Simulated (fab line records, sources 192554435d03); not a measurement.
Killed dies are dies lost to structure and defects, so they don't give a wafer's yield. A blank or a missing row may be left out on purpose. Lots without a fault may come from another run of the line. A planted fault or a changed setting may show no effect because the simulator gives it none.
Which tool did it? | flow n5_finfet | 12 lots, 36 wafers sampled, at 2 steps of a route of 1938

WHAT THE GAUGES READ, wafer by wafer
N5_HKMG_FIN_CD_MEAS_49: target cd 202 nm.
lot  | measured     | on        | cd_nm (nm)
L075 | day 4 09:29  | cd_sem-03 | 202.0 201.0 200.6
L077 | day 4 20:11  | cd_sem-02 | 201.8 202.3 202.5
L079 | day 5 06:37  | cd_sem-01 | 201.9 202.1 201.4
L081 | day 5 17:28  | cd_sem-03 | 202.9 201.4 201.4
L083 | day 6 06:44  | cd_sem-03 | 202.0 201.0 201.9
L085 | day 6 19:13  | cd_sem-02 | 201.7 201.3 201.3
L087 | day 7 08:38  | cd_sem-02 | 203.8 202.6 202.3
L089 | day 7 18:32  | cd_sem-01 | 201.9 200.6 201.4
L091 | day 8 11:32  | cd_sem-01 | 202.2 201.6 201.2
L093 | day 8 22:32  | cd_sem-01 | 201.7 201.8 201.2
L095 | day 9 05:23  | cd_sem-03 | 200.9 201.1 201.9
L097 | day 10 00:32 | cd_sem-02 | 202.4 202.4 201.6

WHICH TOOL RAN EACH LOT (tool, then ch and the chambers of the sampled wafers, then the start)
lot  | N5_DUMMY_REMOVAL_STRIP_10
L075 | rie_diel-04 ch 0,1,3, day 4 07:33
L077 | rie_diel-06 ch 2,3, day 4 18:44
L079 | rie_diel-03 ch 0,2,3, day 5 05:16
L081 | rie_diel-04 ch 0,2,3, day 5 16:03
L083 | rie_diel-03 ch 1,2,3, day 6 05:14
L085 | rie_diel-03 ch 1,2,3, day 6 17:52
L087 | rie_diel-03 ch 0,1,2, day 7 07:10
L089 | rie_diel-04 ch 0,1, day 7 17:03
L091 | rie_diel-06 ch 0,1,3, day 8 10:01
L093 | rie_diel-03 ch 0,1, day 8 20:55
L095 | rie_diel-06 ch 0,2,3, day 9 03:47
L097 | rie_diel-03 ch 2,3, day 9 22:56
- N5_DUMMY_REMOVAL_STRIP_10: strips in N2/H2, time 40 s.

THE ANSWER, worked out from the rows above alone
Rule: what is usual is taken from the lots themselves. Put in order of their means at a reading, lots are off if they are a third of the lots or fewer, leave a main group of 4 or more, and stand apart from it by a gap of 3 or more times the standard deviation of the main group's means; of several such gaps the widest counts. A main group whose means are all the same, to the digits that the tables above print for the reading, isn't used. A lot without any number at a reading at which 4 lots or more have one is off too. The other lots that the step has rows for count as sound.
No lot is off at any reading shown: from this, nothing can be told.

WHAT THE SIMULATOR HAD PUT IN
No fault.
